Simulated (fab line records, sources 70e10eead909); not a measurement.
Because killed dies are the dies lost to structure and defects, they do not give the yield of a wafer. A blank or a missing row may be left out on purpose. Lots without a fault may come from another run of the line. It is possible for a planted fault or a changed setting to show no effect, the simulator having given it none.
Which tool did it? + flow nand harc + Sampling: 24 lots, 72 wafers, 6 of 1159 route steps

WHAT EACH GAUGE READ, for each wafer
NHARC_A_M0_THK_MEAS_24: measures by xrf.
| lot  | measured     | on            | thk nm (nm)       |
|------|--------------|---------------|-------------------|
| L074 | day 17 02:56 | film metro-02 | 115.5 112.9 114.6 |
| L075 | day 17 20:37 | film metro-01 | 116.8 113.8 119.4 |
| L076 | day 18 02:39 | film metro-01 | 115.7 114.0 115.2 |
| L077 | day 18 03:42 | film metro-01 | 113.4 116.0 112.2 |
| L078 | day 18 06:06 | film metro-01 | 111.5 113.8 109.6 |
| L082 | day 19 00:44 | film metro-02 | 114.2 113.1 114.0 |
| L079 | day 19 04:36 | film metro-02 | 114.0 116.6 113.2 |
| L080 | day 19 06:10 | film metro-02 | 115.7 115.4 112.4 |
| L081 | day 19 18:32 | film metro-02 | 113.3 115.0 111.8 |
| L085 | day 19 22:20 | film metro-01 | 115.7 114.8 113.0 |
| L084 | day 19 22:46 | film metro-01 | 111.7 112.9 112.9 |
| L087 | day 20 03:08 | film metro-01 | 115.8 113.2 115.0 |
| L086 | day 20 03:43 | film metro-02 | 113.6 114.7 113.9 |
| L083 | day 20 06:49 | film metro-01 | 113.1 113.5 114.1 |
| L089 | day 20 22:10 | film metro-02 | 115.3 115.0 110.8 |
| L088 | day 20 23:02 | film metro-02 | 114.4 113.4 113.8 |
| L090 | day 22 01:59 | film metro-02 | 113.6 114.1 114.9 |
| L092 | day 22 02:26 | film metro-02 | 114.4 114.4 113.2 |
| L093 | day 22 02:55 | film metro-02 | 115.6 112.7 113.9 |
| L094 | day 22 03:58 | film metro-02 | 115.0 113.9 116.4 |
| L091 | day 22 14:09 | film metro-01 | 115.3 114.3 116.6 |
| L096 | day 23 04:37 | film metro-02 | 113.0 112.4 114.7 |
| L095 | day 23 07:17 | film metro-01 | 109.8 114.1 112.0 |
| L097 | day 23 19:11 | film metro-01 | 115.1 114.3 114.9 |

EACH LOT AND THE TOOL THAT RAN IT (in order: tool; ch and the chambers of the sampled wafers; start)
| lot  | NHARC_A_BLC_ETCH_16                | NHARC_A_BLC_STRIP_21               | NHARC_A_BLC_DEGAS_30         | NHARC_A_BLC_CVD_24                       | NHARC_A_M0_DESCUM_14               |
|------|------------------------------------|------------------------------------|------------------------------|------------------------------------------|------------------------------------|
| L074 | rie diel-09 ch 1,3, day 16 20:10   | rie diel-09 ch 0,1, day 16 21:14   | pvd sputter-03, day 16 21:40 | cvd w-01 ch 0,1, day 17 00:07 or earlier | rie diel-04 ch 1,2,3, day 17 00:07 |
| L075 | rie diel-06 ch 0,1,3, day 17 11:42 | rie diel-09 ch 0,1,3, day 17 12:46 | pvd sputter-01, day 17 13:11 | cvd w-02 ch 0,1, day 17 18:17 or earlier | rie diel-11 ch 0,1,2, day 17 18:17 |
| L076 | rie diel-09 ch 1,2,3, day 17 17:02 | rie diel-06 ch 0,3, day 17 18:06   | pvd sputter-03, day 17 18:32 | cvd w-01 ch 0,1, day 18 00:17 or earlier | rie diel-11 ch 2,3, day 18 00:17   |
| L077 | rie diel-06 ch 0,1,2, day 17 18:46 | rie diel-09 ch 1,2,3, day 17 19:49 | pvd sputter-01, day 17 20:16 | cvd w-01 ch 0,1, day 18 01:23 or earlier | rie diel-11 ch 0,1,2, day 18 01:23 |
| L078 | rie diel-09 ch 0,3, day 17 23:36   | rie diel-06 ch 1,3, day 18 00:49   | pvd sputter-03, day 18 01:15 | cvd w-01 ch 0,1, day 18 03:44 or earlier | rie diel-11 ch 0,1,2, day 18 03:44 |
| L082 | rie diel-02 ch 0,2,3, day 18 16:24 | rie diel-09 ch 2,3, day 18 17:29   | pvd sputter-01, day 18 17:55 | cvd w-02 ch 0,1, day 18 22:26 or earlier | rie diel-04 ch 1,2,3, day 18 22:26 |
| L079 | rie diel-09 ch 0,1,2, day 18 21:45 | rie diel-06 ch 0,1,2, day 18 22:49 | pvd sputter-03, day 18 23:14 | cvd w-02 ch 0,1, day 19 02:05 or earlier | rie diel-04 ch 0,2, day 19 02:05   |
| L080 | rie diel-02 ch 0,1,3, day 18 23:44 | rie diel-06 ch 1,2,3, day 19 00:59 | pvd sputter-01, day 19 01:25 | cvd w-01 ch 0,1, day 19 03:52 or earlier | rie diel-11 ch 1,2, day 19 03:52   |
| L081 | rie diel-06 ch 1,2,3, day 19 05:01 | rie diel-06 ch 0,1,2, day 19 06:05 | pvd sputter-01, day 19 06:44 | cvd w-01 ch 0,1, day 19 16:14 or earlier | rie diel-07 ch 0,1,3, day 19 16:14 |
| L085 | rie diel-06 ch 0,2, day 19 16:10   | rie diel-06 ch 0,1, day 19 17:14   | pvd sputter-03, day 19 17:40 | cvd w-02 ch 0,1, day 19 20:02 or earlier | rie diel-04 ch 1,2,3, day 19 20:02 |
| L084 | rie diel-02 ch 0,2, day 19 16:29   | rie diel-02 ch 0,2,3, day 19 17:34 | pvd sputter-01, day 19 17:58 | cvd w-01 ch 0,1, day 19 20:28 or earlier | rie diel-11 ch 0,1,3, day 19 20:28 |
| L087 | rie diel-09 ch 0,2,3, day 19 20:38 | rie diel-09 ch 0,1, day 19 21:49   | pvd sputter-03, day 19 22:17 | cvd w-02 ch 0,1, day 20 00:49 or earlier | rie diel-07 ch 1,2,3, day 20 00:49 |
| L086 | rie diel-06 ch 2,3, day 19 21:22   | rie diel-09 ch 0,1, day 19 22:27   | pvd sputter-03, day 19 22:53 | cvd w-01 ch 1, day 20 01:23 or earlier   | rie diel-04 ch 2,3, day 20 01:23   |
| L083 | rie diel-06 ch 0,1,2, day 20 00:18 | rie diel-09 ch 0,1,2, day 20 01:25 | pvd sputter-03, day 20 01:51 | cvd w-01 ch 0,1, day 20 04:29 or earlier | rie diel-04 ch 0,3, day 20 04:29   |
| L089 | rie diel-09 ch 0,1,2, day 20 13:23 | rie diel-02 ch 0,1,3, day 20 14:41 | pvd sputter-01, day 20 15:05 | cvd w-01 ch 0,1, day 20 19:48 or earlier | rie diel-07 ch 0,1,3, day 20 19:48 |
| L088 | rie diel-06 ch 0,1,2, day 20 14:07 | rie diel-09 ch 0,1,3, day 20 15:11 | pvd sputter-03, day 20 15:37 | cvd w-02 ch 0,1, day 20 20:35 or earlier | rie diel-11 ch 1,2,3, day 20 20:35 |
| L090 | rie diel-06 ch 0,3, day 21 14:57   | rie diel-09 ch 1,2,3, day 21 16:02 | pvd sputter-01, day 21 16:27 | cvd w-02 ch 0,1, day 21 23:41 or earlier | rie diel-04 ch 0,1,2, day 21 23:41 |
| L092 | rie diel-09 ch 1,2,3, day 21 16:42 | rie diel-02 ch 0,1,3, day 21 17:46 | pvd sputter-01, day 21 18:10 | cvd w-02 ch 0,1, day 22 00:07 or earlier | rie diel-04 ch 2,3, day 22 00:07   |
| L093 | rie diel-06 ch 1,2,3, day 21 17:13 | rie diel-09 ch 0,1,2, day 21 18:16 | pvd sputter-03, day 21 18:41 | cvd w-02 ch 0,1, day 22 00:32 or earlier | rie diel-04 ch 0,2,3, day 22 00:32 |
| L094 | rie diel-06 ch 0,1,3, day 21 18:43 | rie diel-06 ch 0,1,2, day 21 19:47 | pvd sputter-01, day 21 20:11 | cvd w-02 ch 0,1, day 22 01:36 or earlier | rie diel-11 ch 1,2,3, day 22 01:36 |
| L091 | rie diel-06 ch 0,1,3, day 22 01:02 | rie diel-09 ch 0,3, day 22 02:06   | pvd sputter-01, day 22 02:31 | cvd w-02 ch 0, day 22 11:50 or earlier   | rie diel-04 ch 0,2, day 22 11:50   |
| L096 | rie diel-09 ch 0,1,3, day 22 22:16 | rie diel-06 ch 1,2, day 22 23:22   | pvd sputter-03, day 22 23:47 | cvd w-02 ch 0,1, day 23 02:18 or earlier | rie diel-11 ch 0,1,2, day 23 02:18 |
| L095 | rie diel-06 ch 2,3, day 23 00:35   | rie diel-06 ch 1,3, day 23 01:38   | pvd sputter-02, day 23 02:05 | cvd w-02 ch 0,1, day 23 04:52 or earlier | rie diel-07 ch 1,2, day 23 04:52   |
| L097 | rie diel-06 ch 1,2,3, day 23 10:01 | rie diel-06 ch 1,2,3, day 23 11:06 | pvd sputter-03, day 23 11:31 | cvd w-01 ch 0, day 23 16:45 or earlier   | rie diel-07 ch 0,2,3, day 23 16:45 |
- NHARC_A_BLC_ETCH_16: etches the open film in CF4, target depth 39 nm, time 65 s.
- NHARC_A_BLC_STRIP_21: strips in O2.
- NHARC_A_BLC_DEGAS_30: time 60 s.
- NHARC_A_BLC_CVD_24: deposits W, target thk 150 nm, time 434 s.
- NHARC_A_M0_DESCUM_14: chemistry O2, time 3 s.

WHAT THE TOOLS THEMSELVES READ (means of the sampled wafers that have a number; where no wafer has one, the mark that the record gives instead)
NHARC_A_BLC_ETCH_16.
| lot  | tool        | drypump motor current A (A) | oes product au (a.u.) | rf vpp V (V) | showerhead plenum p Torr (Torr) | throttle valve pct (%) |
|------|-------------|-----------------------------|-----------------------|--------------|---------------------------------|------------------------|
| L074 | rie diel-09 | 5.8                         | 0.995                 | 150.5        | 1.74                            | 13.282                 |
| L075 | rie diel-06 | 5.5                         | 1.003                 | 151.6        | 1.76                            | 13.276                 |
| L076 | rie diel-09 | 5.9                         | 0.994                 | 150.6        | 1.74                            | 13.281                 |
| L077 | rie diel-06 | 5.5                         | 1.004                 | 151.6        | 1.79                            | 13.282                 |
| L078 | rie diel-09 | 5.8                         | 0.984                 | 150.2        | 1.71                            | 13.287                 |
| L082 | rie diel-02 | 5.4                         | 1.010                 | 150.9        | 1.71                            | 13.287                 |
| L079 | rie diel-09 | 5.8                         | 1.001                 | 150.7        | 1.72                            | 13.292                 |
| L080 | rie diel-02 | 5.7                         | 1.010                 | 150.5        | 1.69                            | 13.285                 |
| L081 | rie diel-06 | 5.9                         | 1.002                 | 150.6        | 1.74                            | 13.279                 |
| L085 | rie diel-06 | 5.5                         | 1.013                 | 152.4        | 1.77                            | 13.287                 |
| L084 | rie diel-02 | 5.5                         | 1.013                 | 149.5        | 1.70                            | 13.289                 |
| L087 | rie diel-09 | 5.9                         | 0.986                 | 150.3        | 1.72                            | 13.277                 |
| L086 | rie diel-06 | 5.8                         | 1.006                 | 150.4        | 1.72                            | 13.283                 |
| L083 | rie diel-06 | 5.5                         | 1.001                 | 151.3        | 1.79                            | 13.296                 |
| L089 | rie diel-09 | 5.8                         | 0.985                 | 149.8        | 1.72                            | 13.287                 |
| L088 | rie diel-06 | 5.5                         | 1.003                 | 152.1        | 1.79                            | 13.287                 |
| L090 | rie diel-06 | 5.5                         | 1.001                 | 150.9        | 1.72                            | 13.280                 |
| L092 | rie diel-09 | 5.8                         | 0.991                 | 150.7        | 1.74                            | 13.291                 |
| L093 | rie diel-06 | 5.9                         | 1.002                 | 150.5        | 1.74                            | 13.289                 |
| L094 | rie diel-06 | 5.5                         | 1.003                 | 151.3        | 1.76                            | 13.290                 |
| L091 | rie diel-06 | 5.5                         | 1.008                 | 150.9        | 1.76                            | 13.281                 |
| L096 | rie diel-09 | 5.8                         | 0.987                 | 151.1        | 1.72                            | 13.277                 |
| L095 | rie diel-06 | 5.9                         | 1.007                 | 150.1        | 1.69                            | 13.284                 |
| L097 | rie diel-06 | 5.8                         | 1.001                 | 151.2        | 1.74                            | 13.289                 |

NHARC_A_BLC_STRIP_21.
| lot  | tool        | drypump motor current A (A) | oes product au (a.u.) | rf vpp V (V) | showerhead plenum p Torr (Torr) | throttle valve pct (%) |
|------|-------------|-----------------------------|-----------------------|--------------|---------------------------------|------------------------|
| L074 | rie diel-09 | 5.7                         | 0.996                 | 57.6         | 3.41                            | 17.043                 |
| L075 | rie diel-09 | 5.8                         | 0.993                 | 57.4         | 3.44                            | 17.037                 |
| L076 | rie diel-06 | 5.5                         | 0.999                 | 57.4         | 3.42                            | 17.029                 |
| L077 | rie diel-09 | 5.9                         | 0.992                 | 57.4         | 3.47                            | 17.038                 |
| L078 | rie diel-06 | 5.9                         | 1.005                 | 57.6         | 3.43                            | 17.033                 |
| L082 | rie diel-09 | 6.1                         | 0.982                 | 57.6         | 3.46                            | 17.044                 |
| L079 | rie diel-06 | 5.5                         | 0.996                 | 57.4         | 3.57                            | 17.031                 |
| L080 | rie diel-06 | 5.9                         | 0.996                 | 57.3         | 3.48                            | 17.041                 |
| L081 | rie diel-06 | 5.5                         | 1.000                 | 57.6         | 3.57                            | 17.036                 |
| L085 | rie diel-06 | 5.5                         | 0.993                 | 58.3         | 3.62                            | 17.032                 |
| L084 | rie diel-02 | 5.5                         | 1.019                 | 58.0         | 3.40                            | 17.035                 |
| L087 | rie diel-09 | 5.7                         | 0.997                 | 57.8         | 3.44                            | 17.038                 |
| L086 | rie diel-09 | 5.7                         | 1.010                 | 57.2         | 3.44                            | 17.030                 |
| L083 | rie diel-09 | 5.8                         | 0.985                 | 57.2         | 3.43                            | 17.035                 |
| L089 | rie diel-02 | 5.7                         | 1.019                 | 56.9         | 3.36                            | 17.044                 |
| L088 | rie diel-09 | 5.8                         | 1.003                 | 57.0         | 3.44                            | 17.037                 |
| L090 | rie diel-09 | 5.9                         | 0.994                 | 57.2         | 3.46                            | 17.039                 |
| L092 | rie diel-02 | 5.7                         | 1.023                 | 57.3         | 3.35                            | 17.045                 |
| L093 | rie diel-09 | 5.8                         | 0.988                 | 58.2         | 3.43                            | 17.048                 |
| L094 | rie diel-06 | 5.5                         | 1.009                 | 57.9         | 3.57                            | 17.038                 |
| L091 | rie diel-09 | 5.9                         | 0.982                 | 57.8         | 3.43                            | 17.039                 |
| L096 | rie diel-06 | 5.9                         | 1.000                 | 57.3         | 3.57                            | 17.038                 |
| L095 | rie diel-06 | 5.9                         | 1.001                 | 57.5         | 3.42                            | 17.042                 |
| L097 | rie diel-06 | 5.9                         | 1.003                 | 57.9         | 3.47                            | 17.029                 |

NHARC_A_BLC_DEGAS_30.
| lot  | tool           | heater power w (W) |
|------|----------------|--------------------|
| L074 | pvd sputter-03 | 494                |
| L075 | pvd sputter-01 | 498                |
| L076 | pvd sputter-03 | 483                |
| L077 | pvd sputter-01 | 533                |
| L078 | pvd sputter-03 | 498                |
| L082 | pvd sputter-01 | 496                |
| L079 | pvd sputter-03 | 497                |
| L080 | pvd sputter-01 | 542                |
| L081 | pvd sputter-01 | 542                |
| L085 | pvd sputter-03 | 450                |
| L084 | pvd sputter-01 | 467                |
| L087 | pvd sputter-03 | 499                |
| L086 | pvd sputter-03 | 477                |
| L083 | pvd sputter-03 | 489                |
| L089 | pvd sputter-01 | 461                |
| L088 | pvd sputter-03 | 506                |
| L090 | pvd sputter-01 | 508                |
| L092 | pvd sputter-01 | 476                |
| L093 | pvd sputter-03 | 486                |
| L094 | pvd sputter-01 | 544                |
| L091 | pvd sputter-01 | 548                |
| L096 | pvd sputter-03 | 480                |
| L095 | pvd sputter-02 | 423                |
| L097 | pvd sputter-03 | 511                |

NHARC_A_BLC_CVD_24.
| lot  | tool     | heater power w (W) | throttle valve pct (%) |
|------|----------|--------------------|------------------------|
| L074 | cvd w-01 | 472                | 8.11                   |
| L075 | cvd w-02 | 441                | 7.84                   |
| L076 | cvd w-01 | 504                | 8.26                   |
| L077 | cvd w-01 | 511                | 8.22                   |
| L078 | cvd w-01 | 510                | 8.16                   |
| L082 | cvd w-02 | 447                | 7.95                   |
| L079 | cvd w-02 | 446                | 8.03                   |
| L080 | cvd w-01 | 483                | 8.35                   |
| L081 | cvd w-01 | 508                | 8.05                   |
| L085 | cvd w-02 | 452                | 7.86                   |
| L084 | cvd w-01 | 476                | 8.21                   |
| L087 | cvd w-02 | 443                | 7.83                   |
| L086 | cvd w-01 | 446                | 8.16                   |
| L083 | cvd w-01 | 511                | 8.24                   |
| L089 | cvd w-01 | 475                | 8.27                   |
| L088 | cvd w-02 | 449                | 7.83                   |
| L090 | cvd w-02 | 451                | 7.91                   |
| L092 | cvd w-02 | 443                | 8.03                   |
| L093 | cvd w-02 | 442                | 7.97                   |
| L094 | cvd w-02 | 449                | 7.81                   |
| L091 | cvd w-02 | 462                | 7.90                   |
| L096 | cvd w-02 | 440                | 7.98                   |
| L095 | cvd w-02 | 445                | 7.89                   |
| L097 | cvd w-01 | 530                | 7.99                   |

NHARC_A_M0_DESCUM_14.
| lot  | tool        | drypump motor current A (A) | oes product au (a.u.) | rf vpp V (V) | showerhead plenum p Torr (Torr) | throttle valve pct (%) |
|------|-------------|-----------------------------|-----------------------|--------------|---------------------------------|------------------------|
| L074 | rie diel-04 | 5.9                         | 0.988                 | 58.5         | 1.92                            | 11.306                 |
| L075 | rie diel-11 | 5.8                         | 0.995                 | 58.7         | 1.92                            | 11.313                 |
| L076 | rie diel-11 | 5.8                         | 1.008                 | 58.2         | 1.95                            | 11.318                 |
| L077 | rie diel-11 | 5.8                         | 0.993                 | 57.2         | 1.92                            | 11.319                 |
| L078 | rie diel-11 | 5.8                         | 0.995                 | 56.9         | 1.92                            | 11.312                 |
| L082 | rie diel-04 | 5.9                         | 0.990                 | 57.9         | 1.92                            | 11.321                 |
| L079 | rie diel-04 | 5.3                         | 0.998                 | 57.8         | 1.90                            | 11.307                 |
| L080 | rie diel-11 | 5.9                         | 0.996                 | 57.6         | 1.95                            | 11.311                 |
| L081 | rie diel-07 | 5.8                         | 1.003                 | 57.5         | 1.95                            | 11.316                 |
| L085 | rie diel-04 | 5.8                         | 0.986                 | 58.1         | 1.92                            | 11.308                 |
| L084 | rie diel-11 | 5.8                         | 1.006                 | 57.6         | 1.93                            | 11.318                 |
| L087 | rie diel-07 | 5.6                         | 0.995                 | 58.5         | 2.03                            | 11.316                 |
| L086 | rie diel-04 | 5.6                         | 0.997                 | 57.2         | 1.87                            | 11.310                 |
| L083 | rie diel-04 | 5.3                         | 0.992                 | 57.0         | 1.83                            | 11.318                 |
| L089 | rie diel-07 | 5.7                         | 0.998                 | 58.5         | 1.95                            | 11.312                 |
| L088 | rie diel-11 | 5.9                         | 0.999                 | 56.8         | 1.96                            | 11.314                 |
| L090 | rie diel-04 | 5.8                         | 0.985                 | 57.7         | 1.95                            | 11.316                 |
| L092 | rie diel-04 | 5.5                         | 0.983                 | 56.9         | 1.84                            | 11.321                 |
| L093 | rie diel-04 | 5.4                         | 0.984                 | 58.5         | 1.87                            | 11.312                 |
| L094 | rie diel-11 | 5.8                         | 0.994                 | 57.9         | 1.96                            | 11.311                 |
| L091 | rie diel-04 | 5.6                         | 0.989                 | 56.9         | 1.90                            | 11.310                 |
| L096 | rie diel-11 | 5.7                         | 1.000                 | 57.8         | 1.91                            | 11.301                 |
| L095 | rie diel-07 | 5.4                         | 1.003                 | 58.5         | 2.03                            | 11.315                 |
| L097 | rie diel-07 | 5.5                         | 1.012                 | 57.9         | 1.95                            | 11.306                 |

THE ANSWER, worked out from the rows above alone
Rule: what is usual is taken from the lots themselves. Put in order of their means at a reading, lots are off if they are a third of the lots or fewer, leave a main group of 4 or more, and stand apart from it by a gap of 3 or more times the standard deviation of the main group's means; of several such gaps the widest counts. A main group whose means are all the same, to the digits that the tables above print for the reading, isn't used. A lot without any number at a reading at which 4 lots or more have one is off too. The other lots that the step has rows for count as sound. Order of review: gauges by route order, followed by the tools' own readings, for which a lot's mean as printed above is used. The first step at which some lot is off is used, and at that step the reading that is off furthest; a lot without a number counts as furthest.
None of the lots is off at any reading shown; this tells nothing.

WHAT HAD BEEN PUT IN BY THE SIMULATOR
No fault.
